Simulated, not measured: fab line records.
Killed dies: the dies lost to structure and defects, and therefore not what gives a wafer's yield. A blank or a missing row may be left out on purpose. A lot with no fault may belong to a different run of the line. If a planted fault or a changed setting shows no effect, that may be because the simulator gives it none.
Matching of chambers || flow nandHarc || NHARC_A_CONTACT_ETCH_88 on rieDiel-01: 4 sister chambers
The step etches the open film in CF4, target depth 39 nm, time 65 s. 18 wafers are shown with their chamber, then 9 later ones without.

== EACH WAFER AND ITS CHAMBER ==
{"wafer": "L699.1", "chamber": 3, "showerheadPlenumPTorr (Torr)": 1.64, "drypumpMotorCurrentA (A)": 5.68, "runLengthS (s)": 86.1}
{"wafer": "L699.2", "chamber": 0, "showerheadPlenumPTorr (Torr)": 1.80, "drypumpMotorCurrentA (A)": 6.15, "runLengthS (s)": 85.3}
{"wafer": "L699.5", "chamber": 1, "showerheadPlenumPTorr (Torr)": 1.84, "drypumpMotorCurrentA (A)": 5.83, "runLengthS (s)": 86.3}
{"wafer": "L698.1", "chamber": 3, "showerheadPlenumPTorr (Torr)": 1.64, "drypumpMotorCurrentA (A)": 5.68, "runLengthS (s)": 86.3}
{"wafer": "L698.4", "chamber": 2, "showerheadPlenumPTorr (Torr)": 1.84, "drypumpMotorCurrentA (A)": 5.72, "runLengthS (s)": 86.1}
{"wafer": "L698.6", "chamber": 2, "showerheadPlenumPTorr (Torr)": 1.84, "drypumpMotorCurrentA (A)": 5.72, "runLengthS (s)": 85.9}
{"wafer": "L707.1", "chamber": 0, "showerheadPlenumPTorr (Torr)": 1.80, "drypumpMotorCurrentA (A)": 6.15, "runLengthS (s)": 85.2}
{"wafer": "L707.3", "chamber": 3, "showerheadPlenumPTorr (Torr)": 1.64, "drypumpMotorCurrentA (A)": 5.70, "runLengthS (s)": 86.5}
{"wafer": "L707.5", "chamber": 3, "showerheadPlenumPTorr (Torr)": 1.64, "drypumpMotorCurrentA (A)": 5.68, "runLengthS (s)": 86.5}
{"wafer": "L710.1", "chamber": 1, "showerheadPlenumPTorr (Torr)": 1.84, "drypumpMotorCurrentA (A)": 5.90, "runLengthS (s)": 86.5}
{"wafer": "L710.2", "chamber": 0, "showerheadPlenumPTorr (Torr)": 1.79, "drypumpMotorCurrentA (A)": 6.19, "runLengthS (s)": 85.6}
{"wafer": "L710.4", "chamber": 2, "showerheadPlenumPTorr (Torr)": 1.84, "drypumpMotorCurrentA (A)": 5.69, "runLengthS (s)": 85.9}
{"wafer": "L715.1", "chamber": 3, "showerheadPlenumPTorr (Torr)": 1.64, "drypumpMotorCurrentA (A)": 5.69, "runLengthS (s)": 86.3}
{"wafer": "L715.2", "chamber": 2, "showerheadPlenumPTorr (Torr)": 1.84, "drypumpMotorCurrentA (A)": 5.70, "runLengthS (s)": 86.2}
{"wafer": "L715.3", "chamber": 1, "showerheadPlenumPTorr (Torr)": 1.83, "drypumpMotorCurrentA (A)": 5.91, "runLengthS (s)": 86.4}
{"wafer": "L714.1", "chamber": 3, "showerheadPlenumPTorr (Torr)": 1.64, "drypumpMotorCurrentA (A)": 5.68, "runLengthS (s)": 86.1}
{"wafer": "L714.3", "chamber": 2, "showerheadPlenumPTorr (Torr)": 1.84, "drypumpMotorCurrentA (A)": 5.70, "runLengthS (s)": 86.0}
{"wafer": "L714.4", "chamber": 0, "showerheadPlenumPTorr (Torr)": 1.79, "drypumpMotorCurrentA (A)": 6.17, "runLengthS (s)": 85.5}

SIGNATURES, as means of the wafers listed above
{"reading": "showerheadPlenumPTorr", "chamber 0": 1.7950, "chamber 1": 1.8367, "chamber 2": 1.8400, "chamber 3": 1.6400, "scatter within a chamber": 0.00345}
{"reading": "drypumpMotorCurrentA", "chamber 0": 6.1650, "chamber 1": 5.8800, "chamber 2": 5.7060, "chamber 3": 5.6850, "scatter within a chamber": 0.0207}
{"reading": "runLengthS", "chamber 0": 85.400, "chamber 1": 86.400, "chamber 2": 86.020, "chamber 3": 86.300, "scatter within a chamber": 0.158}
Rule: for a wafer and a chamber, the distance is found by dividing, reading by reading, the gap between the wafer's reading and the chamber's mean by the reading's scatter, squaring, summing and taking the root. If the next closest chamber is less than 2 further off than the closest, the wafer can't be placed; otherwise it belongs to the closest. The scatter is the square root of a quotient: the sum, over the shown wafers, of each reading's squared deviation from its chamber's mean, divided by wafers minus chambers.

== WAFERS MISSING THEIR CHAMBER ==
{"wafer": "L719.1", "showerheadPlenumPTorr (Torr)": 1.91, "drypumpMotorCurrentA (A)": 5.68, "runLengthS (s)": 86.1}
{"wafer": "L719.2", "showerheadPlenumPTorr (Torr)": 1.84, "drypumpMotorCurrentA (A)": 5.70, "runLengthS (s)": 85.8}
{"wafer": "L719.3", "showerheadPlenumPTorr (Torr)": 1.79, "drypumpMotorCurrentA (A)": 6.17, "runLengthS (s)": 85.2}
{"wafer": "L717.2", "showerheadPlenumPTorr (Torr)": 1.79, "drypumpMotorCurrentA (A)": 6.16, "runLengthS (s)": 85.9}
{"wafer": "L717.4", "showerheadPlenumPTorr (Torr)": 1.84, "drypumpMotorCurrentA (A)": 5.70, "runLengthS (s)": 86.3}
{"wafer": "L717.6", "showerheadPlenumPTorr (Torr)": 1.83, "drypumpMotorCurrentA (A)": 5.88, "runLengthS (s)": 86.7}
{"wafer": "L721.1", "showerheadPlenumPTorr (Torr)": 1.84, "drypumpMotorCurrentA (A)": 5.68, "runLengthS (s)": 86.2}
{"wafer": "L721.4", "showerheadPlenumPTorr (Torr)": 1.83, "drypumpMotorCurrentA (A)": 5.88, "runLengthS (s)": 86.8}
{"wafer": "L721.5", "showerheadPlenumPTorr (Torr)": 1.91, "drypumpMotorCurrentA (A)": 5.67, "runLengthS (s)": 86.2}

== WHICH CHAMBER EACH ONE RAN IN ==
{"wafer": "L719.1", "from the rows above": 2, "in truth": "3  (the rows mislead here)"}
{"wafer": "L719.2", "from the rows above": 2, "in truth": 2}
{"wafer": "L719.3", "from the rows above": 0, "in truth": 0}
{"wafer": "L717.2", "from the rows above": 0, "in truth": 0}
{"wafer": "L717.4", "from the rows above": 2, "in truth": 2}
{"wafer": "L717.6", "from the rows above": 1, "in truth": 1}
{"wafer": "L721.1", "from the rows above": 2, "in truth": 2}
{"wafer": "L721.4", "from the rows above": 1, "in truth": 1}
{"wafer": "L721.5", "from the rows above": 2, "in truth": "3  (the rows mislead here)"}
Correct placement for 7 of the 9. Left unplaced by these rows: 0. 2 placed wrongly.
